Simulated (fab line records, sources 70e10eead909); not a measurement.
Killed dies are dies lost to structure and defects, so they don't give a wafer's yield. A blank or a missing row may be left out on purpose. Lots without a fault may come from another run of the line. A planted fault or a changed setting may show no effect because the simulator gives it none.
Chamber matching | flow nand_harc | NHARC_A_SGD_CUT_DESCUM_14 on rie_diel-09: 4 sister chambers
The step chemistry O2, time 3 s. 8 wafers are shown with their chamber, then 10 later ones without.

WAFERS WITH THEIR CHAMBER
wafer  | chamber | showerhead_plenum_p_Torr (Torr) | drypump_motor_current_A (A)
L081.5 | 1       | 2.02                            | 5.67
L085.3 | 0       | 1.79                            | 5.93
L085.6 | 0       | 1.79                            | 5.99
L087.1 | 3       | 1.84                            | 6.08
L087.2 | 2       | 1.86                            | 6.04
L087.6 | 2       | 1.86                            | 6.06
L088.3 | 1       | 2.01                            | 5.65
L088.5 | 3       | 1.84                            | 6.07

WAFERS WITHOUT THEIR CHAMBER
wafer  | showerhead_plenum_p_Torr (Torr) | drypump_motor_current_A (A)
L088.6 | 1.86                            | 6.04
L090.1 | 1.79                            | 6.02
L090.2 | 1.84                            | 6.08
L090.3 | 2.01                            | 5.64
L092.1 | 1.84                            | 6.06
L092.3 | 1.86                            | 6.03
L092.5 | 1.86                            | 6.05
L094.1 | 1.79                            | 6.01
L094.4 | 1.79                            | 5.97
L094.5 | 2.01                            | 5.69

WHICH CHAMBER EACH WENT THROUGH
wafer  | from the rows above | in truth
L088.6 | 2                   | 2
L090.1 | 0                   | 0
L090.2 | 3                   | 3
L090.3 | 1                   | 1
L092.1 | 3                   | 3
L092.3 | 2                   | 2
L092.5 | 2                   | 2
L094.1 | 0                   | 0
L094.4 | 0                   | 0
L094.5 | 1                   | 1
Placed correctly: 10 of 10. Can't be placed from these rows: 0. Placed wrongly: 0.
How it was worked out, from the rows above alone: a wafer's distance from a chamber is the root of the sum, over the readings, of the square of ((its reading less the chamber's mean) divided by the reading's scatter). The wafer belongs to the nearest chamber; if the next one is less than 2 further off, it can't be placed. A chamber's mean is the mean of its shown wafers. The scatter: the root of (the sum of the squares of (reading less its chamber's mean) over the shown wafers, divided by (wafers less chambers)).
